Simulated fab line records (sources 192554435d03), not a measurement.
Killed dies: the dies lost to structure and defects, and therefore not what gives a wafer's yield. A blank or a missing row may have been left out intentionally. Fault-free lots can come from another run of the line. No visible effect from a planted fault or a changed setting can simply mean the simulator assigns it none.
fab line records | flow n5_finfet | part 1 of 2: steps 1 to 4 of 6
[record] lots = 21 | wafers = 63 | last_day = 18
route steps=1938 shown BEOL_M3@1013 BEOL_M4@1039
lots that met no fault: from a run of the same line without faults
start_h: start of the lot's first displayed wafer, in hours after the record's first day | wait_h: how many hours have passed since the lot's step before this one | " repeats the value in the row above | L1.1+2: a row that stands for several wafers | - either no value or no given start | * or withheld: withheld | < > ~ a bound
route shown NAME@n: names a module that has steps shown in the file, with the first one's number in the route | usual: mean/standard deviation taken from wafers without a fault | same: alike in all rows | chamber/n: place in a boat | sites: each site's reading | _std_site: their standard deviation | _edge_site: inner sites' mean taken away from outer sites' mean | radius_mm: how far each site lies from the wafer's centre | mask NAME#n: copy n | behind: tool/chamber where the wafer was last shaped | hold: the reason the lot was held/the length of the hold in hours/how it ended | device: whichever transistor did not switch (one of n, p or np) | end of line: the tests these same wafers got at the end of their route | a step with no rows: only its recipe | killed: at the first sort, the dies lost to defects and structure; wafer yield is something else | map: a wafer's dies, marking killed ones x, the rest . and places with no die _
set.NAME: setting as actually run; set.NAME@STEP: the setting as run at that earlier step | model.NAME: the simulator's own value behind a step, which no gauge read
one table for each step of the route and one row for each wafer, over a sample of lots
services: when a tool's chamber went out of use (start_h, in hours from the record's first day, below 0 if earlier), for how many hours, and the reason
[[steps]]
[step N5_BEOL_M3_CMP_52]
[recipe] stop_on = SiOC | t_overpolish_s = 6.8 | down_force_psi = 1 | platen_rpm = 50 | clearing_platen_down_force_psi = 1.5 | clearing_platen_rpm = 50 | post_cmp_clean = cu_alkaline | target_thk_nm = 40 | clearing_platen_pad_velocity_m_s = 0.99484 | pad_velocity_m_s = 0.99484
[usual] barrier_field_endpoint_s = 24.7/0.76 | motor_current_A = 6.1/0.68 | overpolish_run_s = 6.798/0.009 | time_to_endpoint_s = 63/4
lot.wafer | tool   | chamber | start_h | wait_h | barrier_field_endpoint_s | motor_current_A | overpolish_run_s | time_to_endpoint_s
L074.4    | cmp-01 | 3       | 159.39  | 0.4    | 24.7                     | 7.3             | 6.811            | 66
L074.5    | "      | 2       | "       | "      | 24.0                     | 6.1             | 6.795            | 61
L074.6    | "      | 3       | "       | "      | 25.4                     | 6.8             | 6.809            | 66
L075.2    | cmp-03 | 1       | 164.07  | 0.2    | 24.6                     | 6.5             | 6.789            | 63
L075.4    | "      | 3       | "       | "      | 25.4                     | 7.5             | 6.801            | 64
L075.3    | "      | 0       | "       | "      | 23.4                     | 6.6             | 6.788            | 59
L077.1    | cmp-01 | 0       | 180.61  | 0.3    | 25.3                     | 6.6             | 6.811            | 68
L077.2    | "      | 1       | "       | "      | 25.0                     | 5.4             | 6.780            | 64
L077.4    | "      | 2       | "       | "      | 24.5                     | 5.8             | 6.801            | 64
L078.1    | cmp-01 | 1       | 197.20  | 0.3    | 24.9                     | 5.3             | 6.795            | 67
L078.2    | "      | 2       | "       | "      | 23.8                     | 6.0             | 6.793            | 60
L078.4    | "      | 3       | "       | "      | 26.6                     | 7.0             | 6.795            | 70
L080.4    | cmp-03 | 3       | 197.73  | 0.2    | 24.9                     | 6.5             | 6.783            | 69
L080.2    | "      | 1       | "       | "      | 23.8                     | 6.4             | 6.785            | 63
L080.5    | "      | 2       | "       | "      | 23.3                     | 5.6             | 6.785            | 58
L079.1    | cmp-01 | 1       | 198.16  | 0.3    | 25.0                     | 5.1             | 6.795            | 64
L079.4    | "      | 0       | "       | "      | 26.8                     | 7.0             | 6.786            | 70
L079.5    | "      | 2       | "       | "      | 25.1                     | 5.9             | 6.789            | 59
L081.3    | cmp-01 | 0       | 200.97  | 0.2    | 26.2                     | 6.4             | 6.804            | 72
L081.6    | "      | 2       | "       | "      | 25.4                     | 6.0             | 6.797            | 63
L081.5    | "      | 3       | "       | "      | 25.9                     | 6.9             | 6.790            | 71
L082.3    | cmp-01 | 1       | 211.84  | 0.3    | 25.1                     | 5.3             | 6.790            | 62
L082.2    | "      | 2       | "       | "      | 24.4                     | 5.9             | 6.801            | 61
L082.6    | "      | 1       | "       | "      | 25.1                     | 5.0             | 6.795            | 62
L084.4    | cmp-03 | 0       | 239.74  | 0.1    | 24.8                     | 6.4             | 6.785            | 63
L084.5    | "      | 0       | "       | "      | 24.2                     | 6.8             | 6.799            | 61
L084.6    | "      | 1       | "       | "      | 25.5                     | 6.4             | 6.794            | 66
L086.3    | cmp-01 | 0       | 242.43  | 0.2    | 25.6                     | 6.4             | 6.804            | 67
L086.1    | "      | 2       | "       | "      | 24.5                     | 6.1             | 6.803            | 60
L086.5    | "      | 0       | "       | "      | 25.9                     | 6.6             | 6.786            | 67
L085.3    | cmp-04 | 0       | 244.87  | 0.3    | 24.2                     | 4.9             | 6.820            | 61
L085.5    | "      | 1       | "       | "      | 24.9                     | 5.2             | 6.797            | 67
L085.6    | "      | 2       | "       | "      | 24.5                     | 6.6             | 6.793            | 62
L088.3    | cmp-03 | 0       | 248.21  | 0.2    | 24.7                     | 6.9             | 6.815            | 60
L088.2    | "      | 2       | "       | "      | 23.6                     | 6.2             | 6.805            | 58
L088.6    | "      | 0       | "       | "      | 24.4                     | 6.6             | 6.795            | 60
L087.1    | cmp-01 | 0       | 249.28  | 0.4    | 25.1                     | 6.5             | 6.794            | 67
L087.3    | "      | 1       | "       | "      | 23.8                     | 5.3             | 6.799            | 58
L087.4    | "      | 2       | "       | "      | 24.0                     | 6.4             | 6.800            | 57
L090.3    | cmp-04 | 1       | 252.46  | 0.2    | 24.6                     | 5.3             | 6.779            | 57
L090.4    | "      | 0       | "       | "      | 24.8                     | 4.8             | 6.801            | 58
L090.5    | "      | 2       | "       | "      | 24.3                     | 6.4             | 6.801            | 56
L091.1    | cmp-03 | 3       | 256.53  | 0.3    | 25.1                     | 6.5             | 6.803            | 66
L091.3    | "      | 1       | "       | "      | 25.4                     | 6.3             | 6.795            | 64
L091.6    | "      | 2       | "       | "      | 23.7                     | 5.6             | 6.812            | 58
L089.1    | cmp-04 | 3       | 257.68  | 0.3    | 25.0                     | 5.7             | 6.798            | 63
L089.4    | "      | 0       | "       | "      | 25.1                     | 5.0             | 6.789            | 64
L089.2    | "      | 1       | "       | "      | 24.6                     | 5.2             | 6.804            | 66
L092.4    | cmp-04 | 2       | 272.76  | 0.1    | 24.0                     | 6.2             | 6.800            | 58
L092.3    | "      | 0       | "       | "      | 23.0                     | 4.8             | 6.795            | 56
L092.5    | "      | 2       | "       | "      | 24.5                     | 6.5             | 6.810            | 57
L093.1    | cmp-04 | 2       | 291.15  | 0.3    | 24.5                     | 6.6             | 6.805            | 62
L093.4    | "      | 0       | "       | "      | 24.2                     | 4.8             | 6.795            | 59
L093.6    | "      | 2       | "       | "      | 25.2                     | 6.3             | 6.797            | 66
L094.1    | cmp-03 | 2       | 292.57  | 0.4    | 24.4                     | 6.2             | 6.797            | 62
L094.5    | "      | 3       | "       | "      | 24.7                     | 7.0             | 6.798            | 68
L094.6    | "      | 0       | "       | "      | 24.1                     | 6.8             | 6.801            | 59
L096.3    | cmp-01 | 3       | 299.07  | 0.2    | 24.9                     | 6.7             | 6.803            | 66
L096.1    | "      | 0       | "       | "      | 24.0                     | 6.7             | 6.805            | 64
L096.6    | "      | 2       | "       | "      | 24.7                     | 6.0             | 6.779            | 57
L097.2    | cmp-03 | 0       | 304.49  | 0.2    | 24.4                     | 6.7             | 6.799            | 58
L097.1    | "      | 2       | "       | "      | 23.7                     | 5.9             | 6.793            | 58
L097.4    | "      | 3       | "       | "      | 25.3                     | 6.8             | 6.804            | 65
[step N5_BEOL_M3_THK_MEAS_53]
[recipe] thk_meas_gauge = xrf | reads = Cu_of_BEOL_M3_ECD_50
[usual] M3_THK = 38.7/1.8
lot.wafer | tool          | chamber | start_h | wait_h | M3_THK[nm]
L074.4    | film_metro-02 | -       | 159.65  | -      | 38.5
L074.5    | "             | -       | "       | "      | 37.9
L074.6    | "             | -       | "       | "      | 36.9
L075.2    | film_metro-02 | -       | 164.36  | -      | 37.9
L075.3    | "             | -       | "       | "      | 37.9
L075.4    | "             | -       | "       | "      | 39.0
L077.1    | film_metro-02 | -       | 180.87  | -      | 39.8
L077.2    | "             | -       | "       | "      | 40.0
L077.4    | "             | -       | "       | "      | 42.0
L078.1    | film_metro-01 | -       | 197.46  | -      | 39.5
L078.2    | "             | -       | "       | "      | 38.9
L078.4    | "             | -       | "       | "      | 42.4
L080.2    | film_metro-01 | -       | 197.98  | -      | 37.5
L080.4    | "             | -       | "       | "      | 38.3
L080.5    | "             | -       | "       | "      | 36.6
L079.1    | film_metro-01 | -       | 198.45  | -      | 38.4
L079.4    | "             | -       | "       | "      | 40.8
L079.5    | "             | -       | "       | "      | 39.5
L081.3    | film_metro-01 | -       | 201.19  | -      | 38.2
L081.5    | "             | -       | "       | "      | 40.7
L081.6    | "             | -       | "       | "      | 38.1
L082.2    | film_metro-01 | -       | 212.10  | -      | 37.6
L082.3    | "             | -       | "       | "      | 39.2
L082.6    | "             | -       | "       | "      | 40.6
L084.4    | film_metro-01 | -       | 240.03  | -      | 37.8
L084.5    | "             | -       | "       | "      | 39.9
L084.6    | "             | -       | "       | "      | 41.3
L086.1    | film_metro-02 | -       | 242.68  | -      | 38.1
L086.3    | "             | -       | "       | "      | 38.1
L086.5    | "             | -       | "       | "      | 40.7
L085.3    | film_metro-02 | -       | 245.05  | -      | 36.6
L085.5    | "             | -       | "       | "      | 38.4
L085.6    | "             | -       | "       | "      | 39.3
L088.2    | film_metro-02 | -       | 248.46  | -      | 33.6
L088.3    | "             | -       | "       | "      | 36.4
L088.6    | "             | -       | "       | "      | 39.5
L087.1    | film_metro-02 | -       | 249.57  | -      | 38.8
L087.3    | "             | -       | "       | "      | 38.7
L087.4    | "             | -       | "       | "      | 39.1
L090.3    | film_metro-01 | -       | 252.76  | -      | 38.5
L090.4    | "             | -       | "       | "      | 38.0
L090.5    | "             | -       | "       | "      | 37.8
L091.1    | film_metro-01 | -       | 256.79  | -      | 36.9
L091.3    | "             | -       | "       | "      | 37.2
L091.6    | "             | -       | "       | "      | 36.5
L089.1    | film_metro-01 | -       | 257.98  | -      | 35.7
L089.2    | "             | -       | "       | "      | 38.0
L089.4    | "             | -       | "       | "      | 40.2
L092.3    | film_metro-02 | -       | 273.06  | -      | 39.6
L092.4    | "             | -       | "       | "      | 40.3
L092.5    | "             | -       | "       | "      | 41.1
L093.1    | film_metro-02 | -       | 291.41  | -      | 38.3
L093.4    | "             | -       | "       | "      | 39.3
L093.6    | "             | -       | "       | "      | 40.6
L094.1    | film_metro-02 | -       | 292.75  | -      | 37.5
L094.5    | "             | -       | "       | "      | 40.3
L094.6    | "             | -       | "       | "      | 39.9
L096.1    | film_metro-02 | -       | 299.29  | -      | 39.2
L096.3    | "             | -       | "       | "      | 38.9
L096.6    | "             | -       | "       | "      | 37.2
L097.1    | film_metro-01 | -       | 304.79  | -      | 36.6
L097.2    | "             | -       | "       | "      | 36.8
L097.4    | "             | -       | "       | "      | 39.1
[step N5_BEOL_M4_ETCH_63]
[recipe] chemistry = CF4 | target = SiARC | target_depth_a = 156 | mask_material = CAR-EUV | time_s = 26 | ion_energy_ev = 80 | pressure_mtorr = 40 | source_w = 545 | bias_w = 36 | Ar_flow_sccm = 100 | cf4_flow_sccm = 100 | ends = cleared
[usual] drypump_motor_current_A = 5.7/0.49 | etch_rf_on_time_s = 26.2/0.58 | oes_product_au = 0.67/0.07 | rf_vpp_V = 184.7/0.97 | showerhead_plenum_p_Torr = 2.18/0.045 | throttle_valve_pct = 15.56/0.19
lot.wafer | tool        | chamber | start_h | wait_h | drypump_motor_current_A | etch_rf_on_time_s | oes_product_au | rf_hours_counter_h | rf_vpp_V | showerhead_plenum_p_Torr | throttle_valve_pct
L074.4    | rie_diel-01 | 1       | 161.54  | 0.0    | 6.1                     | 26.7              | 0.65           | 131                | 186.1    | 2.23                     | 15.43
L074.5    | "           | 2       | "       | "      | 5.9                     | 26.9              | 0.58           | -                  | 185.3    | 2.18                     | 15.49
L074.6    | "           | 3       | "       | "      | 5.8                     | 25.7              | 0.76           | -                  | 184.6    | 2.18                     | 15.67
L075.2    | rie_diel-05 | 3       | 167.07  | 0.0    | 6.1                     | 26.3              | 0.61           | 195                | 185.9    | 2.21                     | 15.64
L075.3    | "           | 2       | "       | "      | 5.9                     | 27.0              | 0.61           | 209                | 185.7    | 2.21                     | 15.41
L075.4    | "           | 0       | "       | "      | 5.6                     | 26.6              | 0.64           | 159                | 186.1    | 2.22                     | 15.61
L077.1    | rie_diel-01 | 3       | 187.69  | 0.0    | 5.7                     | 25.8              | 0.75           | 41                 | 183.6    | 2.17                     | 15.70
L077.2    | "           | 2       | "       | "      | 5.9                     | 26.6              | 0.57           | 244                | 184.7    | 2.18                     | 15.46
L077.4    | "           | 1       | "       | "      | 6.0                     | 26.5              | 0.64           | 136                | 183.6    | 2.23                     | 15.42
L078.1    | rie_diel-05 | 3       | 199.15  | 0.0    | 6.1                     | 26.3              | 0.60           | 205                | 186.0    | 2.21                     | 15.67
L078.2    | "           | 1       | "       | "      | 6.0                     | 27.0              | 0.58           | 206                | 185.8    | 2.21                     | 15.78
L078.4    | "           | 1       | "       | "      | 6.0                     | 27.2              | 0.57           | -                  | 184.4    | 2.21                     | 15.79
L080.2    | rie_diel-01 | 1       | 201.21  | 0.0    | 6.1                     | 26.5              | 0.64           | 141                | 186.5    | 2.22                     | 15.44
L080.4    | "           | 2       | "       | "      | 5.9                     | 26.4              | 0.57           | 250                | 185.9    | 2.18                     | 15.49
L080.5    | "           | 2       | "       | "      | 5.9                     | 26.6              | 0.57           | -                  | 184.5    | 2.18                     | 15.50
L079.1    | rie_diel-05 | 2       | 201.44  | 0.0    | 5.9                     | 27.0              | 0.60           | 219                | 185.4    | 2.20                     | 15.43
L079.4    | "           | 1       | "       | "      | 6.0                     | 26.9              | 0.58           | 207                | 184.8    | 2.21                     | 15.77
L079.5    | "           | 0       | "       | "      | 5.6                     | 26.5              | 0.64           | -                  | 185.0    | 2.21                     | 15.62
L081.3    | rie_diel-04 | 3       | 202.55  | 0.0    | 4.9                     | 25.6              | 0.70           | 98                 | 182.8    | 2.08                     | 15.69
L081.5    | "           | 2       | "       | "      | 5.0                     | 26.8              | 0.77           | -                  | 184.0    | 2.18                     | 15.59
L081.6    | "           | 1       | "       | "      | 5.6                     | 25.7              | 0.66           | -                  | 185.9    | 2.15                     | 15.46
L082.2    | rie_diel-01 | 3       | 213.67  | 0.0    | 5.8                     | 25.4              | 0.73           | 53                 | 183.7    | 2.17                     | 15.71
L082.3    | "           | 1       | "       | "      | 6.1                     | 26.3              | 0.64           | 148                | 185.8    | 2.22                     | 15.44
L082.6    | "           | 3       | "       | "      | 5.7                     | 25.5              | 0.75           | -                  | 184.4    | 2.17                     | 15.71
L084.4    | rie_diel-04 | 1       | 243.20  | 0.0    | 5.7                     | 25.8              | 0.65           | 143                | 184.5    | 2.14                     | 15.48
L084.5    | "           | 0       | "       | "      | 6.7                     | 25.5              | 0.71           | -                  | 185.4    | 2.25                     | 15.35
L084.6    | "           | 3       | "       | "      | 4.9                     | 25.6              | 0.69           | -                  | 181.5    | 2.07                     | 15.72
L086.1    | rie_diel-04 | 3       | 244.03  | 0.0    | 4.9                     | 25.8              | 0.68           | 114                | 184.3    | 2.07                     | 15.72
L086.3    | "           | 0       | "       | "      | 6.7                     | 25.6              | 0.71           | 79                 | 185.1    | 2.25                     | 15.33
L086.5    | "           | 3       | "       | "      | 4.9                     | 25.6              | 0.70           | -                  | 184.2    | 2.07                     | 15.72
L085.3    | rie_diel-05 | 1       | 246.67  | 0.0    | 6.1                     | 27.1              | 0.57           | 225                | 184.7    | 2.20                     | 15.81
L085.5    | "           | 0       | "       | "      | 5.5                     | 26.3              | 0.63           | -                  | 185.4    | 2.21                     | 15.66
L085.6    | "           | 1       | "       | "      | 6.1                     | 27.1              | 0.56           | -                  | 184.9    | 2.20                     | 15.83
L088.2    | rie_diel-05 | 1       | 249.75  | 0.0    | 6.1                     | 27.1              | 0.56           | 226                | 184.6    | 2.20                     | 15.82
L088.3    | "           | 0       | "       | "      | 5.6                     | 26.6              | 0.63           | 190                | 183.9    | 2.21                     | 15.68
L088.6    | "           | 2       | "       | "      | 5.9                     | 27.3              | 0.59           | -                  | 184.7    | 2.20                     | 15.46
L087.1    | rie_diel-01 | 2       | 252.68  | 0.0    | 5.9                     | 26.4              | 0.79           | 15                 | 184.7    | 2.17                     | 15.04
L087.3    | "           | 1       | "       | "      | 6.1                     | 26.8              | 0.62           | 166                | 185.5    | 2.22                     | 15.49
L087.4    | "           | 3       | "       | "      | 5.7                     | 25.7              | 0.73           | 63                 | 184.3    | 2.16                     | 15.72
L090.3    | rie_diel-04 | 2       | 254.24  | 0.0    | 4.9                     | 26.5              | 0.74           | 47                 | 183.7    | 2.18                     | 15.63
L090.4    | "           | 1       | "       | "      | 5.6                     | 25.4              | 0.65           | 148                | 184.7    | 2.14                     | 15.49
L090.5    | "           | 0       | "       | "      | 6.7                     | 25.0              | 0.71           | -                  | 184.5    | 2.25                     | 15.34
L091.1    | rie_diel-04 | 2       | 258.48  | 0.0    | 5.0                     | 26.8              | 0.74           | 49                 | 184.8    | 2.18                     | 15.62
L091.3    | "           | 1       | "       | "      | 5.6                     | 25.6              | 0.65           | 150                | 182.6    | 2.14                     | 15.52
L091.6    | "           | 1       | "       | "      | 5.6                     | 25.9              | 0.64           | -                  | 183.7    | 2.14                     | 15.50
L089.1    | rie_diel-04 | 2       | 262.30  | 0.0    | 4.9                     | 26.9              | 0.73           | 50                 | 184.4    | 2.18                     | 15.62
L089.2    | "           | 1       | "       | "      | 5.6                     | 25.9              | 0.64           | 150                | 184.2    | 2.14                     | 15.51
L089.4    | "           | 0       | "       | "      | 6.7                     | 25.6              | 0.70           | 86                 | 185.8    | 2.25                     | 15.34
L092.3    | rie_diel-01 | 0       | 275.05  | 0.0    | 5.5                     | 25.8              | 0.79           | 11                 | 184.2    | 2.18                     | 15.29
L092.4    | "           | 1       | "       | "      | 6.1                     | 26.5              | 0.62           | 173                | 185.7    | 2.21                     | 15.51
L092.5    | "           | 3       | "       | "      | 5.8                     | 25.6              | 0.71           | -                  | 182.9    | 2.16                     | 15.75
L093.1    | rie_diel-01 | 2       | 293.12  | 0.0    | 5.9                     | 26.4              | 0.76           | 31                 | 185.2    | 2.17                     | 15.08
L093.4    | "           | 0       | "       | "      | 5.5                     | 25.5              | 0.78           | 19                 | 185.1    | 2.18                     | 15.32
L093.6    | "           | 2       | "       | "      | 5.8                     | 26.3              | 0.77           | -                  | 184.9    | 2.17                     | 15.08
L094.1    | rie_diel-05 | 0       | 295.77  | 0.0    | 5.6                     | 26.6              | 0.61           | 206                | 185.7    | 2.20                     | 15.68
L094.5    | "           | 1       | "       | "      | 6.1                     | 27.1              | 0.55           | -                  | 186.0    | 2.20                     | 15.86
L094.6    | "           | 3       | "       | "      | 6.1                     | 26.3              | 0.58           | -                  | 186.1    | 2.19                     | 15.72
L096.1    | rie_diel-04 | 3       | 302.08  | 0.0    | 4.9                     | 25.9              | 0.67           | 134                | 184.8    | 2.07                     | 15.75
L096.3    | "           | 1       | "       | "      | 5.7                     | 26.2              | 0.64           | 160                | 184.0    | 2.14                     | 15.52
L096.6    | "           | 3       | "       | "      | 4.9                     | 26.1              | 0.67           | -                  | 184.0    | 2.07                     | 15.74
L097.1    | rie_diel-04 | 3       | 305.84  | 0.0    | 4.9                     | 25.6              | 0.67           | 137                | 182.8    | 2.07                     | 15.76
L097.2    | "           | 1       | "       | "      | 5.6                     | 25.7              | 0.64           | 163                | 184.2    | 2.14                     | 15.52
L097.4    | "           | 2       | "       | "      | 4.9                     | 26.7              | 0.71           | -                  | 184.5    | 2.17                     | 15.65
[step N5_BEOL_M4_STRIP_19]
[recipe] chemistry = O2 | power_w = 400 | temp_c = 40 | pressure_mtorr = 30 | rf_frequency_hz = 6e+07 | bias_power_w = 0 | overash_fraction = 0.2 | o2_flow_sccm = 225
[usual] drypump_motor_current_A = 5.8/0.43 | oes_product_au = 0.79/0.089 | rf_vpp_V = 3.6/0.46 | showerhead_plenum_p_Torr = 2.14/0.051 | throttle_valve_pct = 16.60/0.23
lot.wafer | tool        | chamber | start_h | wait_h | drypump_motor_current_A | oes_product_au | rf_hours_counter_h | rf_vpp_V | showerhead_plenum_p_Torr | throttle_valve_pct
L074.4    | rie_diel-05 | 0       | 161.89  | 0.1    | 5.5                     | 0.77           | 157                | 3.0      | 2.20                     | 16.73
L074.5    | "           | 3       | "       | "      | 6.1                     | 0.72           | -                  | 3.5      | 2.19                     | 16.79
L074.6    | "           | 2       | "       | "      | 5.9                     | 0.73           | -                  | 3.3      | 2.18                     | 16.55
L075.2    | rie_diel-01 | 2       | 167.57  | 0.2    | 5.9                     | 0.69           | 239                | 3.9      | 2.14                     | 16.50
L075.3    | "           | 3       | "       | "      | 5.8                     | 0.89           | 35                 | 3.9      | 2.13                     | 16.75
L075.4    | "           | 0       | "       | "      | 5.5                     | 0.69           | 238                | 2.7      | 2.14                     | 16.70
L077.1    | rie_diel-01 | 0       | 188.00  | 0.1    | 5.5                     | 0.68           | 244                | 3.3      | 2.14                     | 16.69
L077.2    | "           | 3       | "       | "      | 5.7                     | 0.89           | 41                 | 3.6      | 2.13                     | 16.78
L077.4    | "           | 1       | "       | "      | 6.1                     | 0.77           | 136                | 3.3      | 2.20                     | 16.57
L078.1    | rie_diel-01 | 2       | 199.46  | 0.1    | 5.9                     | 0.68           | 249                | 4.5      | 2.13                     | 16.52
L078.2    | "           | 1       | "       | "      | 6.0                     | 0.77           | 140                | 4.2      | 2.20                     | 16.58
L078.4    | "           | 0       | "       | "      | 5.5                     | 0.68           | 248                | 3.4      | 2.13                     | 16.71
L080.2    | rie_diel-04 | 3       | 201.53  | 0.1    | 4.9                     | 0.82           | 98                 | 3.3      | 2.01                     | 16.65
L080.4    | "           | 0       | "       | "      | 6.7                     | 0.84           | 63                 | 3.9      | 2.22                     | 16.38
L080.5    | "           | 3       | "       | "      | 4.9                     | 0.83           | -                  | 3.2      | 2.01                     | 16.64
L079.1    | rie_diel-05 | 3       | 201.75  | 0.1    | 6.1                     | 0.70           | 206                | 3.2      | 2.18                     | 16.81
L079.4    | "           | 0       | "       | "      | 5.5                     | 0.75           | 171                | 3.4      | 2.19                     | 16.76
L079.5    | "           | 2       | "       | "      | 5.9                     | 0.73           | -                  | 4.1      | 2.18                     | 16.57
L081.3    | rie_diel-05 | 1       | 202.86  | 0.1    | 6.1                     | 0.68           | 207                | 3.8      | 2.17                     | 16.87
L081.5    | "           | 3       | "       | "      | 6.1                     | 0.70           | -                  | 3.7      | 2.18                     | 16.82
L081.6    | "           | 2       | "       | "      | 5.9                     | 0.72           | -                  | 3.3      | 2.18                     | 16.57
L082.2    | rie_diel-05 | 0       | 213.98  | 0.1    | 5.5                     | 0.75           | 176                | 2.7      | 2.19                     | 16.77
L082.3    | "           | 1       | "       | "      | 6.0                     | 0.69           | 212                | 3.3      | 2.17                     | 16.88
L082.6    | "           | 3       | "       | "      | 6.1                     | 0.70           | -                  | 3.5      | 2.18                     | 16.82
L084.4    | rie_diel-04 | 2       | 243.51  | 0.1    | 5.0                     | 0.89           | 43                 | 4.4      | 2.13                     | 16.66
L084.5    | "           | 0       | "       | "      | 6.7                     | 0.83           | -                  | 2.7      | 2.21                     | 16.40
L084.6    | "           | 3       | "       | "      | 4.9                     | 0.81           | -                  | 3.9      | 2.00                     | 16.67
L086.1    | rie_diel-04 | 1       | 244.34  | 0.1    | 5.7                     | 0.76           | 144                | 3.9      | 2.10                     | 16.51
L086.3    | "           | 0       | "       | "      | 6.7                     | 0.84           | 79                 | 3.3      | 2.21                     | 16.40
L086.5    | "           | 3       | "       | "      | 4.9                     | 0.81           | -                  | 2.9      | 2.00                     | 16.65
L085.3    | rie_diel-01 | 0       | 246.99  | 0.1    | 5.5                     | 0.98           | 1                  | 3.0      | 2.13                     | 16.26
L085.5    | "           | 1       | "       | "      | 6.1                     | 0.76           | -                  | 2.9      | 2.19                     | 16.58
L085.6    | "           | 2       | "       | "      | 5.9                     | 0.96           | -                  | 2.8      | 2.13                     | 16.09
L088.2    | rie_diel-04 | 2       | 250.07  | 0.1    | 5.0                     | 0.88           | 45                 | 3.9      | 2.13                     | 16.68
L088.3    | "           | 3       | "       | "      | 4.9                     | 0.81           | 116                | 3.8      | 2.00                     | 16.66
L088.6    | "           | 3       | "       | "      | 4.9                     | 0.81           | -                  | 3.5      | 2.00                     | 16.67
L087.1    | rie_diel-01 | 1       | 252.99  | 0.1    | 6.1                     | 0.76           | 166                | 3.0      | 2.19                     | 16.62
L087.3    | "           | 2       | "       | "      | 5.8                     | 0.95           | 15                 | 4.2      | 2.13                     | 16.09
L087.4    | "           | 3       | "       | "      | 5.8                     | 0.86           | 63                 | 4.6      | 2.12                     | 16.82
L090.3    | rie_diel-05 | 2       | 254.64  | 0.1    | 5.9                     | 0.71           | 238                | 3.5      | 2.17                     | 16.60
L090.4    | "           | 1       | "       | "      | 6.1                     | 0.68           | 229                | 3.8      | 2.17                     | 16.90
L090.5    | "           | 2       | "       | "      | 5.9                     | 0.71           | -                  | 3.3      | 2.17                     | 16.58
L091.1    | rie_diel-04 | 2       | 258.79  | 0.1    | 4.9                     | 0.88           | 49                 | 3.5      | 2.13                     | 16.67
L091.3    | "           | 0       | "       | "      | 6.7                     | 0.83           | 85                 | 3.6      | 2.21                     | 16.43
L091.6    | "           | 2       | "       | "      | 5.0                     | 0.87           | -                  | 4.2      | 2.13                     | 16.68
L089.1    | rie_diel-01 | 3       | 262.63  | 0.1    | 5.8                     | 0.84           | 67                 | 3.9      | 2.12                     | 16.81
L089.2    | "           | 1       | "       | "      | 6.1                     | 0.74           | 169                | 3.7      | 2.19                     | 16.62
L089.4    | "           | 0       | "       | "      | 5.5                     | 0.93           | 6                  | 3.3      | 2.13                     | 16.27
L092.3    | rie_diel-01 | 2       | 275.38  | 0.1    | 5.9                     | 0.93           | 24                 | 4.0      | 2.13                     | 16.14
L092.4    | "           | 0       | "       | "      | 5.5                     | 0.93           | 11                 | 4.1      | 2.12                     | 16.29
L092.5    | "           | 2       | "       | "      | 5.9                     | 0.93           | -                  | 3.3      | 2.13                     | 16.13
L093.1    | rie_diel-01 | 0       | 293.43  | 0.1    | 5.5                     | 0.90           | 19                 | 3.8      | 2.12                     | 16.30
L093.4    | "           | 2       | "       | "      | 5.9                     | 0.92           | 31                 | 3.7      | 2.12                     | 16.12
L093.6    | "           | 2       | "       | "      | 5.8                     | 0.91           | -                  | 3.1      | 2.12                     | 16.15
L094.1    | rie_diel-05 | 0       | 296.09  | 0.1    | 5.6                     | 0.72           | 206                | 3.7      | 2.18                     | 16.82
L094.5    | "           | 1       | "       | "      | 6.1                     | 0.66           | -                  | 3.8      | 2.16                     | 16.93
L094.6    | "           | 3       | "       | "      | 6.1                     | 0.68           | -                  | 4.5      | 2.17                     | 16.88
L096.1    | rie_diel-01 | 2       | 302.39  | 0.1    | 5.9                     | 0.91           | 33                 | 3.2      | 2.12                     | 16.14
L096.3    | "           | 0       | "       | "      | 5.5                     | 0.90           | 21                 | 3.5      | 2.12                     | 16.31
L096.6    | "           | 3       | "       | "      | 5.8                     | 0.82           | -                  | 3.3      | 2.11                     | 16.85
L097.1    | rie_diel-01 | 2       | 306.16  | 0.1    | 5.8                     | 0.90           | 34                 | 3.2      | 2.12                     | 16.12
L097.2    | "           | 0       | "       | "      | 5.5                     | 0.89           | 22                 | 3.6      | 2.12                     | 16.31
L097.4    | "           | 3       | "       | "      | 5.8                     | 0.82           | 83                 | 2.3      | 2.11                     | 16.85
